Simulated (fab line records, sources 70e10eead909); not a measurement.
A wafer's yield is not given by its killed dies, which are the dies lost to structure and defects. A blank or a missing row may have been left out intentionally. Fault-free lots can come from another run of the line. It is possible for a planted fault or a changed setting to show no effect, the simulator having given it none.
fab line records	flow nand_harc
record lots=11	wafers=33	last_day=24
route steps=1159 shown A_CHANNEL_FILL_D1@507 A_STAIRCASE@519 END@1159
lots that met no fault: taken from a fault-free run of the same line
start_h: hours from the record's opening day to when the first of the lot's shown wafers began	wait_h: hours since the lot's step before	" repeats the value in the row above	L1.1+2: one row covering several wafers at once	- no value, or no start given	* or withheld: withheld	< > ~ a bound
route shown NAME@n: names a module that has steps shown in the file, with the first one's number in the route	usual: average and standard deviation across the fault-free wafers	same: alike in all rows	chamber/n: place in a boat	sites: the reading at each site	_std_site: the standard deviation of these	_edge_site: outer sites' mean less inner sites'	radius_mm: how far each site lies from the wafer's centre	mask NAME#n: copy n	behind: tool/chamber where the wafer was last shaped	hold: cause of the lot's hold/its duration in hours/its outcome	device: transistor that didn't switch, given as n, p or np	end of line: tests run on the same wafers once the route is complete	for a step that has no rows: nothing shown but its recipe	killed: dies that structure and defects cost at the first sort, which is not the same as the wafer's yield	map: shows each die of a wafer: x if killed, . if not, _ if none is there
set.NAME: the setting as run; set.NAME@STEP: as run at that earlier step	model.NAME: the simulator's own value behind a step, which no gauge read
a sample of lots followed through the steps of the route, with each step as a table and each wafer as a row
services: when a tool's chamber went out of use (start_h, in hours from the record's first day, below 0 if earlier), for how many hours, and the reason
## steps
# step NHARC_A_CHANNEL_FILL_D1_ALD_25
# recipe target_thk_a=600	pulse_time_s=10	ald_cycles=600	temp_c=300	material=SiOx
# usual ald_cycles=600/0	heater_power_outer_w=268/28	heater_power_w=479/53	precursor_pulse_height_rel=1.002/0.021	susceptor_temp_C=299.99/0.18
lot.wafer	tool	chamber	start_h	wait_h	ald_cycles	heater_power_outer_w	heater_power_w	precursor_pulse_height_rel	susceptor_temp_C
L246.2	ald_hk-04	1	222.07	0.1	600	321	588	0.971	300.14
L246.6	"	1	226.99	5.0	600	322	579	0.990	300.03
L246.5	"	2	228.23	6.2	600	270	466	1.012	299.88
L247.4	ald_hk-01	1	222.67	0.7	600	273	497	0.951	300.24
L247.3	"	2	"	"	600	254	430	1.005	300.03
L247.5	"	1	225.14	3.1	600	273	489	1.006	300.09
L249.4	ald_hk-02	2	235.31	0.0	600	282	551	1.003	-
L249.1	"	3	"	"	600	227	424	1.012	-
L249.3	"	0	"	"	600	233	399	1.012	-
L248.2	ald_hk-04	3	237.23	2.0	600	294	539	1.022	300.22
L248.1	"	0	"	"	600	237	480	0.990	300.18
L248.5	"	2	239.12	3.9	600	278	440	1.009	299.88
L250.2	ald_hk-04	2	250.04	0.1	600	267	457	0.996	300.28
L250.1	"	3	251.27	1.3	600	299	535	1.012	300.12
L250.3	"	0	252.50	2.5	600	232	481	1.000	300.04
L251.2	ald_hk-02	3	257.08	1.4	600	227	426	1.012	299.81
L251.6	"	1	258.31	2.7	600	283	472	1.005	300.12
L251.5	"	2	"	"	600	290	561	1.023	300.05
L258.2	ald_hk-04	0	297.68	0.1	748	239	482	0.996	299.64
L258.5	"	0	300.15	2.5	748	237	491	0.987	299.92
L258.6	"	1	"	"	600	330	587	1.021	300.05
L260.1	ald_hk-04	3	311.91	0.1	600	297	548	0.987	300.04
L260.4	"	0	"	"	748	246	476	1.018	299.89
L260.6	"	0	314.97	3.1	748	237	476	1.035	300.05
L264.1	ald_hk-01	0	329.97	4.4	600	271	474	1.009	300.02
L264.3	"	2	331.21	5.6	600	248	438	1.001	299.85
L264.6	"	3	"	"	600	262	410	1.001	299.88
L267.2	ald_hk-01	0	340.14	0.7	600	274	480	1.051	299.97
L267.3	"	2	341.37	1.9	600	247	445	1.001	299.99
L267.6	"	0	342.60	3.1	600	272	479	1.003	300.14
L269.1	ald_hk-02	3	359.40	0.1	600	216	417	1.040	299.66
L269.2	"	0	"	"	600	231	399	0.987	299.86
L269.4	"	2	361.24	1.9	600	275	502	0.994	299.99
# step NHARC_A_CHANNEL_FILL_D1_STRIP_29
# recipe time_s=20	o2_flow_sccm=500	ar_flow_sccm=0	bias_w=0	chemistry=O2
# usual drypump_motor_current_A=5.59/0.27	oes_product_au=0.998/0.0078	rf_vpp_V=57.6/0.78	showerhead_plenum_p_Torr=3.50/0.15	throttle_valve_pct=17.035/0.0096
lot.wafer	tool	chamber	start_h	wait_h	drypump_motor_current_A	oes_product_au	rf_hours_counter_h	rf_vpp_V	showerhead_plenum_p_Torr	throttle_valve_pct
L247.4	rie_diel-10	2	-	-	5.19	0.981	1.4	57.8	3.32	17.050
L247.3	"	3	"	"	5.71	0.988	0.9	57.1	3.38	17.030
L247.5	"	3	"	"	5.71	1.002	-	57.4	3.38	17.057
L246.2	rie_diel-12	2	-	-	5.87	1.003	3.0	57.3	3.42	17.021
L246.6	"	1	"	"	5.80	1.003	-	58.0	3.51	17.042
L246.5	"	2	"	"	5.86	0.998	-	57.7	3.42	17.026
L249.4	rie_diel-13	1	-	-	5.43	1.003	3.6	58.3	3.56	17.040
L249.3	"	3	"	"	5.73	1.001	3.4	58.2	3.63	17.043
L249.1	"	0	"	"	5.65	0.999	3.0	56.8	3.43	17.031
L248.2	rie_diel-10	3	-	-	5.70	0.992	1.6	57.1	3.38	17.029
L248.1	"	0	"	"	5.85	0.997	2.3	58.6	3.79	17.033
L248.5	"	1	"	"	5.98	1.009	-	57.4	3.55	17.041
L250.2	rie_diel-13	0	-	-	5.65	0.997	3.6	58.1	3.43	17.021
L250.1	"	2	"	"	5.20	1.007	3.9	58.8	3.35	17.035
L250.3	"	3	"	"	5.74	1.010	3.9	57.7	3.63	17.039
L251.2	rie_diel-10	1	-	-	5.93	0.986	3.2	56.9	3.55	17.033
L251.6	"	0	"	"	5.86	0.991	-	57.1	3.79	17.055
L251.5	"	1	"	"	5.97	1.004	-	56.7	3.55	17.033
L258.2	rie_diel-10	3	-	-	5.69	1.008	4.0	57.0	3.38	17.041
L258.5	"	3	"	"	5.70	1.004	-	56.4	3.38	17.032
L258.6	"	0	"	"	5.84	1.005	-	58.4	3.79	17.039
L260.1	rie_diel-10	0	-	-	5.86	1.009	5.0	57.0	3.79	17.040
L260.4	"	2	"	"	5.16	0.994	4.5	58.0	3.32	17.024
L260.6	"	1	"	"	5.98	1.004	-	58.7	3.55	17.031
L264.3	rie_diel-13	3	-	-	5.72	0.994	1.4	57.5	3.63	17.048
L264.1	"	1	"	"	5.46	1.005	1.3	57.8	3.56	17.027
L264.6	"	3	"	"	5.72	0.990	-	57.5	3.63	17.021
L267.3	rie_diel-13	2	-	-	5.17	1.007	1.5	57.1	3.35	17.044
L267.2	"	3	"	"	5.71	0.993	1.6	59.0	3.63	17.029
L267.6	"	2	"	"	5.18	1.010	-	57.4	3.35	17.037
L269.2	rie_diel-10	2	-	-	5.14	0.999	0.1	57.3	3.32	17.035
L269.4	"	0	"	"	5.85	1.017	0.2	58.2	3.79	17.049
L269.1	"	1	"	"	5.94	0.998	0.2	57.7	3.55	17.037
# step NHARC_A_CHANNEL_FILL_D1_CMP_10
# recipe target_thk_nm=150
# usual motor_current_A=12.8/1.4	time_to_endpoint_s=15.3/1.6
lot.wafer	tool	chamber	start_h	wait_h	motor_current_A	time_to_endpoint_s
L247.4	cmp-04	2	233.47	0.4	14.8	13.5
L247.3	"	3	"	"	11.3	14.9
L247.5	"	2	"	"	15.6	14.7
L246.2	cmp-03	1	237.24	0.4	13.3	13.6
L246.6	"	0	"	"	11.4	16.1
L246.5	"	1	"	"	13.3	13.8
L248.1	cmp-02	0	246.72	0.4	12.8	15.8
L248.2	"	3	"	"	10.5	15.2
L248.5	"	1	"	"	14.0	15.9
L249.4	cmp-03	3	246.72	0.4	14.5	16.1
L249.1	"	0	"	"	11.6	16.7
L249.3	"	2	"	"	10.6	16.5
L250.2	cmp-04	1	265.17	0.4	13.0	16.6
L250.3	"	2	"	"	15.0	14.4
L250.1	"	3	"	"	10.8	15.3
L251.2	cmp-02	1	265.24	0.4	13.6	15.4
L251.6	"	2	"	"	13.9	15.0
L251.5	"	3	"	"	10.7	16.1
L258.2	cmp-02	2	309.01	0.4	13.3	14.7
L258.6	"	0	"	"	13.4	16.0
L258.5	"	1	"	"	13.4	14.2
L260.1	cmp-03	0	323.30	0.4	11.4	16.4
L260.4	"	2	"	"	10.7	14.9
L260.6	"	3	"	"	15.6	12.6
L264.1	cmp-02	2	340.87	0.4	13.8	17.9
L264.3	"	3	"	"	11.1	18.5
L264.6	"	1	"	"	13.9	17.7
L267.2	cmp-02	0	350.74	0.4	12.8	15.0
L267.3	"	1	"	"	14.0	15.8
L267.6	"	0	"	"	12.7	16.5
L269.4	cmp-02	0	370.72	0.4	12.7	15.3
L269.1	"	1	"	"	13.9	14.5
L269.2	"	2	"	"	13.1	16.2
# step NHARC_A_STAIRCASE_DEP_156
# recipe target_thk_a=500	temp_c=400	target_thk_nm=50	flow_sccm=200	rf_w=450	material=SiNx
# usual heater_power_outer_w=431/68	heater_power_w=733/78	showerhead_vpp_V=1338/66	susceptor_temp_C=400.04/0.22
lot.wafer	tool	chamber	start_h	wait_h	heater_power_outer_w	heater_power_w	showerhead_vpp_V	susceptor_temp_C
L247.3	pecvd-01	0	234.16	0.1	400	692	1298	400.29
L247.4	"	0	"	"	393	702	1300	399.84
L247.5	"	1	"	"	468	774	1249	399.92
L246.2	pecvd-02	0	237.92	0.1	515	789	1319	400.08
L246.5	"	1	"	"	460	743	1423	399.98
L246.6	"	2	"	"	585	943	1289	399.62
L248.1	pecvd-02	1	247.43	0.1	446	726	1402	400.17
L248.2	"	2	"	"	505	848	1270	400.07
L248.5	"	1	"	"	431	728	1400	399.96
L249.1	pecvd-04	1	247.64	0.1	370	693	1476	399.87
L249.3	"	2	"	"	436	701	1341	400.35
L249.4	"	1	"	"	365	677	1447	399.93
L250.1	pecvd-04	1	266.32	0.5	341	643	1478	400.07
L250.2	"	2	"	"	490	769	1337	400.01
L250.3	"	0	"	"	496	835	1288	399.99
L251.2	pecvd-04	2	266.53	0.6	405	657	1328	399.93
L251.6	"	1	"	"	388	694	1404	399.82
L251.5	"	0	"	"	508	848	1307	399.79
L258.2	pecvd-04	1	309.70	0.1	283	556	1450	399.62
L258.6	"	0	"	"	412	703	1284	399.91
L258.5	"	1	"	"	289	562	1475	399.72
L260.1	pecvd-04	0	324.05	0.2	465	790	1304	399.82
L260.6	"	1	"	"	325	633	1490	400.04
L260.4	"	2	"	"	517	799	1334	399.90
L264.3	pecvd-01	1	341.53	0.1	464	790	1266	400.04
L264.1	"	0	"	"	429	752	1277	399.86
L264.6	"	0	"	"	429	738	1297	400.11
L267.3	pecvd-01	0	351.59	0.1	373	681	1313	400.30
L267.2	"	2	"	"	386	738	1379	400.18
L267.6	"	1	"	"	434	698	1264	400.07
L269.2	pecvd-04	0	371.56	0.1	423	708	1291	399.94
L269.1	"	1	"	"	312	601	1445	400.36
L269.4	"	2	"	"	531	832	1325	400.43
# step NHARC_END_SORT_01
# recipe temp_c=25
# usual killed_at_array=29/11	killed_at_other=0.6/0.89	killed_at_periphery=3.8/2.8	killed_dies=33/12	killed_open=3.5/1.9	killed_short=1.9/1.3
# same gross_dies=677
lot.wafer	tool	chamber	start_h	wait_h	killed_at_array	killed_at_other	killed_at_periphery	killed_dies	killed_open	killed_short
L248.1	prober-02	0	447.08	2.5	15	1	2	18	5	0
L248.2	prober-02	0	447.90	2.8	26	0	1	27	3	2
L248.5	prober-02	0	450.33	3.8	30	0	1	31	5	2
L246.2	prober-01	0	447.85	2.8	21	0	4	25	3	1
L246.5	prober-01	0	450.24	3.7	33	0	2	35	4	1
L246.6	prober-01	0	451.03	4.0	23	0	5	28	6	0
L249.1	prober-02	0	454.96	2.5	26	0	4	30	3	4
L249.3	prober-02	0	456.59	3.1	19	2	5	26	5	1
L249.4	prober-02	0	457.41	3.5	29	0	4	33	3	3
L247.3	prober-01	0	456.44	3.1	41	2	5	48	4	2
L247.4	prober-01	0	457.23	3.4	31	2	4	37	6	2
L247.5	prober-01	0	458.03	3.7	42	0	2	44	4	0
L250.1	prober-02	0	473.41	2.5	7	1	0	8	2	1
L250.2	prober-02	0	474.22	2.8	12	0	4	16	4	3
L250.3	prober-02	0	475.03	3.1	17	0	2	19	2	2
L251.2	prober-01	0	474.22	2.8	23	3	2	28	2	4
L251.5	prober-01	0	476.65	3.7	27	1	3	31	5	1
L251.6	prober-01	0	477.46	4.1	15	1	3	19	3	1
L258.2	prober-02	0	500.81	2.8	25	2	0	27	1	2
L258.5	prober-02	0	503.19	3.7	39	0	2	41	5	5
L258.6	prober-02	0	503.98	4.0	23	2	1	26	1	2
L260.1	prober-01	0	532.89	2.5	27	0	2	29	3	3
L260.4	prober-01	0	535.29	3.4	26	0	0	26	0	0
L260.6	prober-01	0	536.89	4.0	30	0	3	33	1	3
L264.1	prober-02	0	562.74	2.5	11	1	3	15	3	1
L264.3	prober-02	0	564.32	3.1	19	2	2	23	4	2
L264.6	prober-02	0	566.69	4.0	28	3	0	31	4	2
L267.2	prober-01	0	563.60	2.8	51	0	0	51	4	0
L267.3	prober-01	0	564.40	3.1	48	0	6	54	3	1
L267.6	prober-01	0	566.79	4.0	42	0	3	45	4	1
L269.1	prober-01	0	585.41	2.5	23	0	7	30	3	3
L269.2	prober-01	0	586.22	2.8	22	0	9	31	3	5
L269.4	prober-01	0	587.82	3.4	17	0	8	25	4	2
# killed by level:class
L248.1 A_SLIT:chamber_film_flake=8 A_M0:geometric_particle:open=2 P_M0:geometric_particle:open=1 A_CONTACT:geometric_particle:open=1 P_GATE:chamber_film_flake=1 STARTING-WAFER:geometric_particle:open=1 A_CHANNEL_HOLE_D1:chamber_film_flake=1 A_WL_FILL:chamber_film_flake=1
L246.2 A_SLIT:chamber_film_flake=7 A_CONTACT:chamber_film_flake=4 A_CHANNEL_HOLE_D1:chamber_film_flake=3 P_M1:chamber_film_flake=2 A_STAIRCASE:chamber_film_flake=2 A_M1:chamber_film_flake=2 P_M1:geometric_particle:short=1 A_SOURCE_PLATE:geometric_particle:open=1
L248.2 A_SLIT:chamber_film_flake=18 A_CHANNEL_HOLE_D1:chamber_film_flake=2 A_STAIRCASE:chamber_film_flake=2 P_M0:geometric_particle:open=1 A_ONON_D1:geometric_particle:short=1 A_CHANNEL_FILL_D1:geometric_particle:open=1 A_CONTACT:geometric_particle:short=1 A_BLC:geometric_particle:open=1
L246.5 A_SLIT:chamber_film_flake=13 A_CONTACT:chamber_film_flake=5 A_CHANNEL_HOLE_D1:chamber_film_flake=3 A_STAIRCASE:chamber_film_flake=3 A_SGD_CUT:chamber_film_flake=3 P_M1:chamber_film_flake=2 A_ONON_D1:geometric_particle:short=1 A_CHANNEL_FILL_D1:geometric_particle:open=1
L248.5 A_SLIT:chamber_film_flake=12 A_CHANNEL_HOLE_D1:chamber_film_flake=4 A_STAIRCASE:chamber_film_flake=4 A_CONTACT:chamber_film_flake=4 A_M0:geometric_particle:open=3 P_CONTACT:geometric_particle:open=1 A_STAIRCASE:geometric_particle:short=1 A_SGD_CUT:geometric_particle:short=1
L246.6 A_SLIT:chamber_film_flake=6 A_SGD_CUT:chamber_film_flake=3 P_M0:geometric_particle:open=2 A_M0:geometric_particle:open=2 A_ZERO_WELL:chamber_film_flake=2 A_CHANNEL_HOLE_D1:chamber_film_flake=2 A_STAIRCASE:chamber_film_flake=2 A_CONTACT:chamber_film_flake=2
L249.1 A_CHANNEL_HOLE_D1:chamber_film_flake=13 A_STAIRCASE:chamber_film_flake=3 A_CHANNEL_FILL_D1:chamber_film_flake=2 A_WL_FILL:chamber_film_flake=2 A_CONTACT:chamber_film_flake=2 P_GATE:geometric_particle:open=1 P_CONTACT:geometric_particle:open=1 P_M0:geometric_particle:short=1
L247.3 A_CHANNEL_HOLE_D1:chamber_film_flake=14 A_CONTACT:chamber_film_flake=11 A_SLIT:chamber_film_flake=7 P_GATE:chamber_film_flake=2 A_STAIRCASE:chamber_film_flake=2 A_M1:chamber_film_flake=2 THIN_TSV:chamber_film_flake=2 P_CONTACT:geometric_particle:short=1
L249.3 A_CHANNEL_HOLE_D1:chamber_film_flake=10 P_STI:chamber_film_flake=3 A_SLIT:chamber_film_flake=2 THIN_TSV:chamber_film_flake=2 P_M0:geometric_particle:open=1 A_ONON_D1:geometric_particle:open=1 A_SGD_CUT:geometric_particle:open=1 A_WL_FILL:geometric_particle:short=1
L247.4 A_CHANNEL_HOLE_D1:chamber_film_flake=11 A_CONTACT:chamber_film_flake=9 A_SLIT:chamber_film_flake=6 P_GATE:geometric_particle:open=1 P_CONTACT:geometric_particle:open=1 P_M0:geometric_particle:open=1 A_ONON_D1:geometric_particle:short=1 A_CHANNEL_FILL_D1:geometric_particle:short=1
L249.4 A_CHANNEL_HOLE_D1:chamber_film_flake=16 A_CONTACT:chamber_film_flake=4 A_WL_FILL:geometric_particle:short=2 P_GATE:chamber_film_flake=2 A_SLIT:chamber_film_flake=2 P_GATE:geometric_particle:open=1 P_M1:geometric_particle:open=1 A_CHANNEL_FILL_D1:geometric_particle:short=1
L247.5 A_CHANNEL_HOLE_D1:chamber_film_flake=16 A_SLIT:chamber_film_flake=10 A_CONTACT:chamber_film_flake=6 A_WL_FILL:geometric_particle:open=2 P_M1:chamber_film_flake=2 A_ZERO_WELL:chamber_film_flake=2 A_WL_FILL:chamber_film_flake=2 A_CHANNEL_FILL_D1:geometric_particle:open=1
L250.1 A_CHANNEL_HOLE_D1:chamber_film_flake=3 A_ONON_D1:geometric_particle:open=1 A_CHANNEL_FILL_D1:geometric_particle:open=1 STARTING-WAFER:geometric_particle:short=1 A_ZERO_WELL:chamber_film_flake=1 A_STAIRCASE:chamber_film_flake=1
L250.2 P_GATE:chamber_film_flake=2 A_M0:chamber_film_flake=2 P_M0:geometric_particle:open=1 A_ONON_D1:geometric_particle:short=1 A_SLIT:geometric_particle:short=1 A_WL_FILL:geometric_particle:open=1 A_CONTACT:geometric_particle:short=1 A_CONTACT:geometric_particle:open=1
L251.2 A_SLIT:chamber_film_flake=7 A_CHANNEL_HOLE_D1:chamber_film_flake=4 A_CONTACT:chamber_film_flake=3 THIN_TSV:chamber_film_flake=3 A_CONTACT:geometric_particle:open=2 P_M1:chamber_film_flake=2 A_STAIRCASE:chamber_film_flake=2 A_SOURCE_PLATE:geometric_particle:short=1
L250.3 A_M0:chamber_film_flake=5 A_CHANNEL_HOLE_D1:chamber_film_flake=4 A_STAIRCASE:chamber_film_flake=4 P_GATE:chamber_film_flake=1 P_CONTACT:geometric_particle:open=1 A_SOURCE_PLATE:geometric_particle:short=1 A_STAIRCASE:geometric_particle:open=1 A_M0:geometric_particle:short=1
L251.5 A_SLIT:chamber_film_flake=14 A_ZERO_WELL:chamber_film_flake=3 P_M0:geometric_particle:open=2 A_CHANNEL_HOLE_D1:chamber_film_flake=2 A_CONTACT:chamber_film_flake=2 A_ONON_D1:geometric_particle:short=1 A_ONON_D1:geometric_particle:open=1 A_WL_FILL:geometric_particle:open=1
L251.6 A_SLIT:chamber_film_flake=6 A_CHANNEL_HOLE_D1:chamber_film_flake=2 A_CONTACT:chamber_film_flake=2 P_M0:geometric_particle:short=1 A_SOURCE_PLATE:geometric_particle:open=1 A_ONON_D1:geometric_particle:open=1 A_CONTACT:geometric_particle:open=1 P_ZERO_WELL:chamber_film_flake=1
L258.2 A_SLIT:chamber_film_flake=11 A_STAIRCASE:chamber_film_flake=5 A_CHANNEL_HOLE_D1:chamber_film_flake=3 A_WL_FILL:geometric_particle:short=2 A_SGD_CUT:chamber_film_flake=2 STARTING-WAFER:geometric_particle:open=1 A_ZERO_WELL:chamber_film_flake=1 A_CHANNEL_FILL_D1:chamber_film_flake=1
L258.5 A_SLIT:chamber_film_flake=19 A_STAIRCASE:chamber_film_flake=5 A_CHANNEL_HOLE_D1:chamber_film_flake=3 A_CHANNEL_FILL_D1:chamber_film_flake=3 A_CHANNEL_FILL_D1:geometric_particle:short=2 A_M0:geometric_particle:short=2 P_CONTACT:geometric_particle:open=1 P_BONDPAD:geometric_particle:open=1
L258.6 A_STAIRCASE:chamber_film_flake=8 A_SLIT:chamber_film_flake=7 A_SGD_CUT:chamber_film_flake=2 A_CONTACT:chamber_film_flake=2 THIN_TSV:chamber_film_flake=2 A_BLC:geometric_particle:short=1 A_M0:geometric_particle:short=1 A_M1:geometric_particle:open=1
L260.1 A_SLIT:chamber_film_flake=11 A_CONTACT:chamber_film_flake=5 A_CHANNEL_HOLE_D1:chamber_film_flake=3 A_STAIRCASE:chamber_film_flake=3 P_CONTACT:geometric_particle:open=1 A_SGD_CUT:geometric_particle:short=1 A_WL_FILL:geometric_particle:short=1 A_WL_FILL:geometric_particle:open=1
L260.4 A_SLIT:chamber_film_flake=11 A_CHANNEL_HOLE_D1:chamber_film_flake=8 A_CONTACT:chamber_film_flake=4 A_STAIRCASE:chamber_film_flake=3
L260.6 A_SLIT:chamber_film_flake=17 A_CHANNEL_HOLE_D1:chamber_film_flake=4 A_STAIRCASE:chamber_film_flake=4 A_WL_FILL:geometric_particle:short=2 A_CHANNEL_FILL_D1:geometric_particle:open=1 A_M0:geometric_particle:short=1 P_ZERO_WELL:chamber_film_flake=1 P_STI:chamber_film_flake=1
L264.1 A_CHANNEL_HOLE_D1:chamber_film_flake=5 A_CONTACT:chamber_film_flake=2 P_M1:geometric_particle:open=1 P_M2:geometric_particle:open=1 A_CHANNEL_FILL_D1:geometric_particle:short=1 A_BLC:geometric_particle:open=1 P_M1:chamber_film_flake=1 A_SGD_CUT:chamber_film_flake=1
L267.2 A_CHANNEL_HOLE_D1:chamber_film_flake=23 A_SLIT:chamber_film_flake=14 A_WL_FILL:chamber_film_flake=6 A_CONTACT:geometric_particle:open=2 A_STAIRCASE:chamber_film_flake=2 A_CONTACT:chamber_film_flake=2 A_ONON_D1:geometric_particle:open=1 A_BLC:geometric_particle:open=1
L264.3 A_WL_FILL:chamber_film_flake=5 A_SGD_CUT:chamber_film_flake=4 A_CONTACT:chamber_film_flake=3 A_CHANNEL_HOLE_D1:chamber_film_flake=2 THIN_TSV:chamber_film_flake=2 P_CONTACT:geometric_particle:open=1 A_WL_FILL:geometric_particle:short=1 A_WL_FILL:geometric_particle:open=1
L267.3 A_CHANNEL_HOLE_D1:chamber_film_flake=25 A_SLIT:chamber_film_flake=12 P_STI:chamber_film_flake=3 A_WL_FILL:chamber_film_flake=3 A_CONTACT:chamber_film_flake=3 P_M0:geometric_particle:open=2 A_ZERO_WELL:chamber_film_flake=2 A_CONTACT:geometric_particle:open=1
L264.6 A_CHANNEL_HOLE_D1:chamber_film_flake=9 A_CONTACT:chamber_film_flake=7 A_SGD_CUT:chamber_film_flake=3 A_ZERO_WELL:chamber_film_flake=2 A_STAIRCASE:chamber_film_flake=2 THIN_TSV:chamber_film_flake=2 A_CHANNEL_FILL_D1:geometric_particle:short=1 A_SGD_CUT:geometric_particle:open=1
L267.6 A_SLIT:chamber_film_flake=17 A_CHANNEL_HOLE_D1:chamber_film_flake=13 A_CONTACT:chamber_film_flake=4 A_STAIRCASE:chamber_film_flake=3 P_STI:chamber_film_flake=2 P_CONTACT:geometric_particle:open=1 A_SOURCE_PLATE:geometric_particle:short=1 A_SGD_CUT:geometric_particle:open=1
L269.1 A_CHANNEL_HOLE_D1:chamber_film_flake=11 A_CONTACT:chamber_film_flake=5 P_ZERO_WELL:chamber_film_flake=3 P_M0:chamber_film_flake=2 A_CHANNEL_FILL_D1:chamber_film_flake=2 P_CONTACT:geometric_particle:open=1 P_CONTACT:geometric_particle:short=1 A_ONON_D1:geometric_particle:open=1
L269.2 A_CHANNEL_HOLE_D1:chamber_film_flake=4 A_CHANNEL_FILL_D1:chamber_film_flake=4 A_CONTACT:chamber_film_flake=3 A_ONON_D1:geometric_particle:short=2 P_ZERO_WELL:chamber_film_flake=2 P_STI:chamber_film_flake=2 P_M0:chamber_film_flake=2 A_WL_FILL:chamber_film_flake=2
L269.4 A_CHANNEL_HOLE_D1:chamber_film_flake=10 P_M0:chamber_film_flake=5 P_CONTACT:geometric_particle:open=1 P_M0:geometric_particle:open=1 A_ONON_D1:geometric_particle:short=1 A_SGD_CUT:geometric_particle:open=1 A_WL_FILL:geometric_particle:short=1 A_CONTACT:geometric_particle:open=1
## services
tool	chamber	start_h	hours	kind
rie_diel-10	3	201.61	4.3	repair
cmp-02	-	201.78	12.6	repair
cmp-02	-	226.62	4.0	pm
cmp-03	-	227.37	2.7	repair
rie_diel-13	0	227.48	4.7	repair
rie_diel-10	2	231.02	4.6	repair
ald_hk-01	-	232.37	10.0	pm
pecvd-01	-	237.31	13.0	pm
cmp-02	-	254.97	2.5	repair
cmp-03	-	256.89	4.0	pm
cmp-03	-	264.92	1.2	repair
pecvd-01	-	265.32	1.4	repair
pecvd-04	2	269.94	18.9	repair
rie_diel-13	-	276.00	9.0	pm
ald_hk-02	-	281.35	10.0	pm
rie_diel-10	1	285.15	3.1	repair
cmp-03	-	290.32	3.0	repair
pecvd-04	-	305.82	1.3	repair
cmp-02	-	306.24	0.9	repair
cmp-02	-	324.62	4.0	pm
rie_diel-10	-	335.14	0.5	repair
rie_diel-13	-	342.41	0.1	repair
rie_diel-10	-	353.50	9.0	pm
ald_hk-04	-	365.36	10.0	pm
## key
first_sign step=NHARC_A_CHANNEL_FILL_D1_ALD_25	reading=ald_cycles	direction=up	sigmas=99+	usual=600	struck=748
effect none on later readings
met_at NHARC_A_CHANNEL_FILL_D1_ALD_25
struck_lots L258,L260
struck_wafers L258.2,L258.5,L260.4,L260.6
tester_left_out L258,L260
not_acting_at NHARC_A_CHANNEL_FILL_D1_STRIP_29,NHARC_A_CHANNEL_FILL_D1_CMP_10,NHARC_A_STAIRCASE_DEP_156
onset_between 250.04 297.68
fault kind=process_parameter_drift	tool=ald_hk-04	chamber=0	onset_h=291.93	steps=NHARC_A_CHANNEL_FILL_D1_ALD_25	channel=ald_cycles	offset=148	shape=step	end_h=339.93	acts_in=these_recipes_only	stated=600
# tester_left_out: of these lots the tester's yield and bins aren't shown, on N5 and GAA mostly nor the transistor test; their killed dies are dies lost to structure and defects alone, not to doping, threshold or leakage, so they don't give the yield
